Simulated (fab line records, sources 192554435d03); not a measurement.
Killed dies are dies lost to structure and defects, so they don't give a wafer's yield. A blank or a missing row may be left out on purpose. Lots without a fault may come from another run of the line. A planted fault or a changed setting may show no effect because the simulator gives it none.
Chamber matching | flow n5_finfet | N5_WELL_APT_DESCUM_30 on rie_diel-01: 4 sister chambers
The step chemistry O2, time 7.9 s. 4 wafers are shown with their chamber, then 10 later ones without.

WAFERS WITH THEIR CHAMBER
wafer  | chamber | drypump_motor_current_A (A)
L082.2 | 3       | 5.23
L086.3 | 1       | 5.63
L087.2 | 2       | 5.76
L087.3 | 0       | 5.35

WAFERS WITHOUT THEIR CHAMBER
wafer  | drypump_motor_current_A (A)
L087.4 | 5.76
L093.1 | 5.25
L093.2 | 5.78
L093.4 | 5.64
L094.2 | 5.76
L094.3 | 5.27
L094.4 | 5.64
L095.3 | 5.75
L095.4 | 5.65
L095.5 | 5.34

WHICH CHAMBER EACH WENT THROUGH
wafer  | from the rows above | in truth
L087.4 | 2                   | 2
L093.1 | 3                   | 3
L093.2 | 2                   | 2
L093.4 | 1                   | 1
L094.2 | 2                   | 2
L094.3 | 3                   | 3
L094.4 | 1                   | 1
L095.3 | 2                   | 2
L095.4 | 1                   | 1
L095.5 | 0                   | 0
Placed correctly: 10 of 10. Can't be placed from these rows: 0. Placed wrongly: 0.
How it was worked out, from the rows above alone: a wafer's distance from a chamber is the root of the sum, over the readings, of the square of ((its reading less the chamber's mean) divided by the reading's scatter). The wafer belongs to the nearest chamber; if the next one is less than 2 further off, it can't be placed. A chamber's mean is the mean of its shown wafers. The scatter: with one shown wafer a chamber, the root of the mean of the squares of how far each hidden wafer lies from its nearest shown one.
